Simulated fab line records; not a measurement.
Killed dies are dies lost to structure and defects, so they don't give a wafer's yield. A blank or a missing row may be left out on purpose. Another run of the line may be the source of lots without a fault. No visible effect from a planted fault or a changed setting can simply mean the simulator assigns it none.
Chamber matching	flow n5_finfet	N5_BEOL_M7_STRIP_19 on rie_diel-05 has 4 sister chambers
The step strips in O2. 8 wafers are shown with their chamber, then 11 later ones without.

## EACH WAFER AND ITS CHAMBER
wafer	chamber	drypump_motor_current_A (A)	throttle_valve_pct (%)
L085.6	0	5.8	16.65
L086.1	2	6.2	16.62
L086.4	1	5.4	16.42
L086.6	3	6.4	16.98
L088.2	0	5.8	16.65
L088.4	2	6.2	16.62
L088.5	1	5.3	16.42
L089.2	3	6.4	17.03

## WAFERS WITHOUT THEIR CHAMBER
wafer	drypump_motor_current_A (A)	throttle_valve_pct (%)
L089.4	6.4	17.01
L089.5	6.2	16.63
L090.1	5.8	16.21
L090.4	6.2	16.65
L090.5	5.3	16.51
L093.1	6.2	16.67
L093.3	5.8	16.20
L093.5	5.8	16.21
L092.1	5.8	16.20
L092.2	5.4	16.48
L092.5	6.2	16.68

## THE CHAMBER EACH PASSED THROUGH
wafer	from the rows above	in truth
L089.4	3	3
L089.5	2	2
L090.1	1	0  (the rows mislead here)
L090.4	2	2
L090.5	1	1
L093.1	2	2
L093.3	1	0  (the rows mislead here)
L093.5	1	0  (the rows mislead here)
L092.1	1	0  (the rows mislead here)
L092.2	1	1
L092.5	2	2
7 of 11 placed correctly. Can't be placed from these rows: 0. 4 placed wrongly.
How it was worked out, from the rows above alone: a wafer's distance from a chamber is the root of the sum, over the readings, of the square of ((its reading less the chamber's mean) divided by the reading's scatter). The wafer belongs to the nearest chamber; if the next one is less than 2 further off, it can't be placed. A chamber's mean is the mean of its shown wafers. The scatter is the square root of a quotient: the sum, over the shown wafers, of each reading's squared deviation from its chamber's mean, divided by wafers minus chambers.
